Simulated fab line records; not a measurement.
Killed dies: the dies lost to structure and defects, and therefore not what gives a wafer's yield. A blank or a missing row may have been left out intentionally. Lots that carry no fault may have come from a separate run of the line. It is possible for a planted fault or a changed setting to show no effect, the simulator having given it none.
fab line records	flow nand-harc
record lots=14	wafers=42	last-day=27
route steps=1159 shown P_BONDPAD@381 A_ONON_D1@440 A_CHANNEL_HOLE_D1@451 END@1159
lots untouched by any fault: they come from a run of this same line in which no faults occurred
start-h: hours from the record's first day to the start of the lot's first wafer shown	wait-h: how many hours have passed since the lot's step before this one	" as in the row above	L1.1+2: a single row standing in for several wafers	- no value present, or no start provided	* or withheld: withheld	< > ~ a bound
route shown NAME@n: names a module that has steps shown in the file, with the first one's number in the route	usual: mean/standard deviation of fault-free wafers	same: alike in all rows	chamber/n: place in a boat	sites: each site's reading	_std_site: their standard deviation	_edge_site: mean of outer sites minus mean of inner sites	radius-mm: for every site, how far away it sits from the centre of the wafer	mask NAME#n: copy n	behind: the tool/chamber that last shaped the wafer	hold: what put the lot on hold/how long, in hours/how the hold closed	device: the transistor (n, p or np) that didn't switch	end of line: the same wafers' tests at the end of the route	a step without rows: its recipe alone	killed: dies lost to structure and defects at the first sort, not the wafer's yield	map: shows each die of a wafer: x if killed, . if not, _ if none is there
set.NAME: the setting as run; set.NAME@STEP: as run at that earlier step	model.NAME: the simulator's own value behind a step, which no gauge read
the route's steps for a sample of lots (tables are steps, rows are wafers)
services: when a tool's chamber went out of use (start-h, in hours from the record's first day, below 0 if earlier), for how many hours, and the reason
## steps
# step NHARC_P_BONDPAD_THK_MEAS_20
# recipe thk-meas-gauge=xrf
# usual thk-nm=160.5/1.5
lot.wafer	tool	chamber	start-h	wait-h	thk-nm
L242.1	film-metro-02	-	121.51	-	163.0
L242.5	"	-	"	"	161.6
L242.6	"	-	"	"	160.8
L243.2	film-metro-01	-	143.63	-	161.4
L243.3	"	-	"	"	161.3
L243.6	"	-	"	"	159.4
L244.1	film-metro-01	-	144.72	-	161.7
L244.3	"	-	"	"	161.0
L244.4	"	-	"	"	159.5
L246.1	film-metro-02	-	152.93	-	162.5
L246.4	"	-	"	"	159.4
L246.5	"	-	"	"	160.1
L248.1	film-metro-02	-	174.08	-	159.1
L248.2	"	-	"	"	161.0
L248.4	"	-	"	"	162.9
L250.2	film-metro-01	-	175.19	-	160.5
L250.4	"	-	"	"	161.2
L250.6	"	-	"	"	162.6
L252.1	film-metro-01	-	184.09	-	161.2
L252.3	"	-	"	"	162.8
L252.5	"	-	"	"	162.5
L251.3	film-metro-02	-	185.27	-	163.1
L251.5	"	-	"	"	161.4
L251.6	"	-	"	"	160.0
L253.4	film-metro-02	-	210.72	-	161.0
L253.5	"	-	"	"	160.9
L253.6	"	-	"	"	160.4
L256.2	film-metro-02	-	211.79	-	162.9
L256.5	"	-	"	"	160.9
L256.6	"	-	"	"	161.7
L254.2	film-metro-02	-	212.46	-	158.1
L254.4	"	-	"	"	160.5
L254.6	"	-	"	"	160.0
L260.2	film-metro-01	-	239.37	-	157.2
L260.5	"	-	"	"	158.6
L260.6	"	-	"	"	160.6
L262.1	film-metro-02	-	248.42	-	160.3
L262.5	"	-	"	"	161.3
L262.6	"	-	"	"	158.3
L264.2	film-metro-02	-	260.17	-	161.9
L264.5	"	-	"	"	160.2
L264.6	"	-	"	"	158.5
# step NHARC_A_ONON_D1_DEP_22
# recipe target-thk-a=10000	n2-flow-sccm=2750	n2o-flow-sccm=2000	nh3-flow-sccm=500	sih4-flow-sccm=210	temp-c=400
lot.wafer	tool	chamber	start-h	wait-h
L242.1+5+6	pecvd-onon-04	0	155.89	0.1
L243.2+3+6	pecvd-onon-04	0	178.68	0.2
L244.1+3+4	pecvd-onon-02	0	178.83	0.1
L246.1+4+5	pecvd-onon-04	0	188.48	0.1
L248.1+2+4	pecvd-onon-02	0	211.01	0.1
L250.2+4+6	pecvd-onon-04	0	211.06	0.1
L252.1+3+5	pecvd-onon-02	0	225.90	0.1
L251.3+5+6	pecvd-onon-03	0	226.02	0.2
L256.2+5+6	pecvd-onon-03	0	244.64	0.1
L254.2+4+6	pecvd-onon-02	0	244.78	0.1
L253.4+5+6	pecvd-onon-03	0	245.12	0.2
L260.2+5+6	pecvd-onon-02	0	278.40	0.1
L262.1+5+6	pecvd-onon-02	0	285.23	0.1
L264.2+5+6	pecvd-onon-04	0	292.39	0.1
# step NHARC_A_ONON_D1_THK_MEAS_24
# recipe thk-meas-gauge=ellipsometry
# usual thk-nm=1000/11
lot.wafer	tool	chamber	start-h	wait-h	thk-nm
L242.1	film-metro-01	-	156.41	-	992
L242.5	"	-	"	"	991
L242.6	"	-	"	"	990
L243.2	film-metro-01	-	179.13	-	1009
L243.3	"	-	"	"	1010
L243.6	"	-	"	"	1009
L244.1	film-metro-01	-	179.35	-	978
L244.3	"	-	"	"	977
L244.4	"	-	"	"	978
L246.1	film-metro-02	-	188.99	-	1025
L246.4	"	-	"	"	1023
L246.5	"	-	"	"	1023
L250.2	film-metro-02	-	211.51	-	999
L250.4	"	-	"	"	1000
L250.6	"	-	"	"	1000
L248.1	film-metro-02	-	211.52	-	1010
L248.2	"	-	"	"	1011
L248.4	"	-	"	"	1011
L252.1	film-metro-02	-	226.41	-	1005
L252.3	"	-	"	"	1003
L252.5	"	-	"	"	1004
L251.3	film-metro-02	-	226.42	-	980
L251.5	"	-	"	"	981
L251.6	"	-	"	"	978
L256.2	film-metro-02	-	245.10	-	994
L256.5	"	-	"	"	995
L256.6	"	-	"	"	993
L254.2	film-metro-01	-	245.23	-	1018
L254.4	"	-	"	"	1021
L254.6	"	-	"	"	1019
L253.4	film-metro-01	-	245.45	-	979
L253.5	"	-	"	"	982
L253.6	"	-	"	"	980
L260.2	film-metro-02	-	278.88	-	668
L260.5	"	-	"	"	668
L260.6	"	-	"	"	670
L262.1	film-metro-02	-	285.74	-	1000
L262.5	"	-	"	"	670
L262.6	"	-	"	"	669
L264.2	film-metro-02	-	292.85	-	991
L264.5	"	-	"	"	988
L264.6	"	-	"	"	990
# step NHARC_A_ONON_D1_INSPECT_32
# usual raw-defect-count=68/22
lot.wafer	tool	chamber	start-h	wait-h	raw-defect-count
L242.1	defect-inspect-01	-	158.10	0.0	94
L242.5	"	-	"	"	117
L242.6	"	-	"	"	87
L243.2	defect-inspect-02	-	180.85	0.1	53
L243.3	"	-	"	"	43
L243.6	"	-	"	"	75
L244.1	defect-inspect-01	-	181.10	0.0	66
L244.3	"	-	"	"	55
L244.4	"	-	"	"	90
L246.1	defect-inspect-02	-	190.68	0.0	40
L246.4	"	-	"	"	42
L246.5	"	-	"	"	70
L250.2	defect-inspect-01	-	213.18	0.0	40
L250.4	"	-	"	"	69
L250.6	"	-	"	"	36
L248.1	defect-inspect-01	-	213.25	0.0	53
L248.2	"	-	"	"	70
L248.4	"	-	"	"	69
L252.1	defect-inspect-02	-	228.07	0.0	65
L252.3	"	-	"	"	61
L252.5	"	-	"	"	59
L251.3	defect-inspect-02	-	228.25	0.1	41
L251.5	"	-	"	"	33
L251.6	"	-	"	"	52
L256.2	defect-inspect-02	-	246.78	0.0	73
L256.5	"	-	"	"	58
L256.6	"	-	"	"	45
L254.2	defect-inspect-02	-	246.93	0.0	68
L254.4	"	-	"	"	53
L254.6	"	-	"	"	53
L253.4	defect-inspect-01	-	247.19	0.0	51
L253.5	"	-	"	"	70
L253.6	"	-	"	"	57
L260.2	defect-inspect-02	-	280.57	0.0	52
L260.5	"	-	"	"	40
L260.6	"	-	"	"	78
L262.1	defect-inspect-02	-	287.41	0.0	58
L262.5	"	-	"	"	67
L262.6	"	-	"	"	28
L264.2	defect-inspect-01	-	294.53	0.0	69
L264.5	"	-	"	"	74
L264.6	"	-	"	"	66
# step NHARC_A_CHANNEL_HOLE_D1_DEP_01
# recipe target-thk-a=1400	target-thk-nm=140	temp-c=400	pressure-torr=3.5	flow-sccm=200	rf-w=350	material=SiON
# usual heater-power-w=724/78
lot.wafer	tool	chamber	start-h	wait-h	heater-power-w
L242.1	pecvd-03	0	160.07	1.6	650
L242.6	"	0	"	"	668
L242.5	"	2	"	"	873
L243.2	pecvd-04	0	185.04	1.3	608
L243.3	"	1	"	"	580
L243.6	"	2	"	"	765
L244.1	pecvd-02	2	185.73	1.6	796
L244.3	"	0	"	"	832
L244.4	"	1	"	"	746
L246.1	pecvd-04	1	193.16	1.6	557
L246.5	"	0	"	"	726
L246.4	"	1	"	"	582
L250.2	pecvd-02	0	216.08	1.4	831
L250.4	"	2	"	"	703
L250.6	"	0	"	"	810
L248.1	pecvd-03	0	216.34	1.6	652
L248.2	"	1	"	"	681
L248.4	"	0	"	"	683
L252.3	pecvd-04	0	231.12	1.0	670
L252.1	"	2	"	"	770
L252.5	"	0	"	"	687
L251.3	pecvd-02	2	231.50	1.0	739
L251.5	"	1	"	"	824
L251.6	"	0	"	"	812
L256.2	pecvd-02	0	249.83	1.4	883
L256.5	"	2	"	"	786
L256.6	"	0	"	"	698
L254.2	pecvd-03	0	249.84	1.4	643
L254.6	"	1	"	"	606
L254.4	"	0	"	"	669
L253.6	pecvd-03	1	250.48	0.1	717
L253.4	"	2	"	"	738
L253.5	"	0	"	"	677
L262.1	pecvd-02	0	289.43	1.6	825
L264.2	pecvd-04	0	297.51	1.5	676
L264.6	"	0	"	"	710
L264.5	"	1	"	"	703
# step NHARC_END_SORT_01
# recipe temp-c=25
# usual killed-at-array=28/11	killed-at-other=0.9/1.2	killed-at-periphery=2.6/2.1	killed-dies=31/11	killed-open=3.1/1.7	killed-short=1.9/1.3
# same gross-dies=677
lot.wafer	tool	chamber	start-h	wait-h	killed-at-array	killed-at-other	killed-at-periphery	killed-dies	killed-open	killed-short
L254.6	prober-01	0	597.62	4.0	19	0	2	21	3	1
L260.2	prober-02	0	614.72	2.8	675	0	2	677	5	3
L260.5	prober-02	0	617.12	3.7	672	0	5	677	6	1
L260.6	prober-02	0	617.91	4.0	676	1	0	677	3	2
L262.1	prober-02	0	621.68	2.5	15	1	6	22	4	0
L262.5	prober-02	0	624.87	3.7	674	0	3	677	4	1
L262.6	prober-02	0	625.67	4.0	670	0	7	677	7	1
# killed by level:class
L254.6 A_SLIT:chamber-film-flake=8 A_CHANNEL_HOLE_D1:chamber-film-flake=4 A_WL_FILL:chamber-film-flake=3 P_CONTACT:geometric-particle:open=1 A_ONON_D1:geometric-particle:short=1 A_ONON_D1:geometric-particle:open=1 A_CHANNEL_FILL_D1:geometric-particle:open=1 P_ZERO_WELL:chamber-film-flake=1
L260.2 A_ONON_D1:area-dep=633 A_CHANNEL_HOLE_D1:chamber-film-flake=24 A_CONTACT:chamber-film-flake=11 P_CONTACT:geometric-particle:short=1 P_CONTACT:geometric-particle:open=1 A_ONON_D1:geometric-particle:open=1 A_CHANNEL_FILL_D1:geometric-particle:short=1 A_CHANNEL_FILL_D1:geometric-particle:open=1
L260.5 A_ONON_D1:area-dep=638 A_CHANNEL_HOLE_D1:chamber-film-flake=21 A_CONTACT:chamber-film-flake=8 A_CONTACT:geometric-particle:open=2 P_GATE:geometric-particle:open=1 P_CONTACT:geometric-particle:open=1 P_M0:geometric-particle:open=1 A_CHANNEL_HOLE_D1:geometric-particle:open=1
L260.6 A_ONON_D1:area-dep=648 A_CHANNEL_HOLE_D1:chamber-film-flake=20 A_CONTACT:chamber-film-flake=3 A_M0:geometric-particle:short=2 A_SOURCE_PLATE:geometric-particle:open=1 A_WL_FILL:geometric-particle:open=1 STARTING-WAFER:geometric-particle:open=1 A_BONDPAD:chamber-film-flake=1
L262.1 P_M1:chamber-film-flake=6 A_CHANNEL_HOLE_D1:chamber-film-flake=3 A_CONTACT:chamber-film-flake=3 A_CONTACT:geometric-particle:open=2 A_STAIRCASE:chamber-film-flake=2 A_BONDPAD:chamber-film-flake=2 A_SLIT:geometric-particle:open=1 A_BLC:geometric-particle:open=1
L262.5 A_ONON_D1:area-dep=657 A_STAIRCASE:chamber-film-flake=6 A_CHANNEL_HOLE_D1:chamber-film-flake=3 A_CONTACT:chamber-film-flake=3 A_M0:geometric-particle:open=2 P_M1:chamber-film-flake=2 P_M0:geometric-particle:open=1 A_CONTACT:geometric-particle:short=1
L262.6 A_ONON_D1:area-dep=649 A_STAIRCASE:chamber-film-flake=6 A_CHANNEL_HOLE_D1:chamber-film-flake=5 A_CONTACT:chamber-film-flake=4 P_M1:chamber-film-flake=3 A_CHANNEL_FILL_D1:geometric-particle:open=2 P_GATE:geometric-particle:short=1 P_GATE:geometric-particle:open=1
## services
tool	chamber	start-h	hours	kind
pecvd-02	-	153.00	13.0	pm
pecvd-02	0	153.00	13.0	vent-cycle
pecvd-02	1	153.00	13.0	vent-cycle
pecvd-02	2	153.00	13.0	vent-cycle
pecvd-onon-03	-	153.00	13.0	pm
pecvd-02	0	166.00	-	clean
pecvd-02	1	166.00	-	clean
pecvd-02	2	166.00	-	clean
pecvd-02	-	188.01	1.8	repair
pecvd-04	-	195.00	13.0	pm
pecvd-04	0	195.00	13.0	vent-cycle
pecvd-04	1	195.00	13.0	vent-cycle
pecvd-04	2	195.00	13.0	vent-cycle
pecvd-02	-	204.43	2.0	repair
pecvd-04	0	208.00	-	clean
pecvd-04	1	208.00	-	clean
pecvd-04	2	208.00	-	clean
pecvd-onon-04	-	237.00	13.0	pm
pecvd-04	0	274.09	13.4	repair
pecvd-03	-	292.00	13.0	pm
pecvd-03	0	292.00	13.0	vent-cycle
pecvd-03	1	292.00	13.0	vent-cycle
pecvd-03	2	292.00	13.0	vent-cycle
pecvd-onon-02	-	292.13	13.0	pm
## key
first-sign step=NHARC_A_ONON_D1_THK_MEAS_24	reading=thk-nm	direction=down	sigmas=29	usual=1000	struck=669
effect step=NHARC_END_SORT_01	reading=killed-at-array	direction=up	sigmas=60	usual=28	struck=673
more-kills-born-at NHARC_A_ONON_D1_DEP_22@pecvd-onon-02=3225
met-at NHARC_A_ONON_D1_DEP_22
struck-lots L260,L262
struck-wafers L260.2,L260.5,L260.6,L262.5,L262.6
later-rows-left-out L260.2,L260.5,L260.6,L262.5,L262.6
tester-left-out L260,L262
not-acting-at NHARC_P_BONDPAD_THK_MEAS_20,NHARC_A_ONON_D1_INSPECT_32,NHARC_A_CHANNEL_HOLE_D1_DEP_01
onset-between 244.78 278.40
fault kind=process-parameter-drift	tool=pecvd-onon-02	chamber=-	onset-h=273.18	steps=NHARC_A_ONON_D1_DEP_22	channel=target-thk-a	offset=*	shape=step	end-h=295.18	scope=struck-wafers-only	acts-in=*	stated=*
# tester-left-out: of these lots the tester's yield and bins aren't shown, on N5 and GAA mostly nor the transistor test; their killed dies are dies lost to structure and defects alone, not to doping, threshold or leakage, so they don't give the yield
# later-rows-left-out: the simulator's readings of these wafers behind a module that went badly wrong aren't trusted and aren't shown, but for the sort
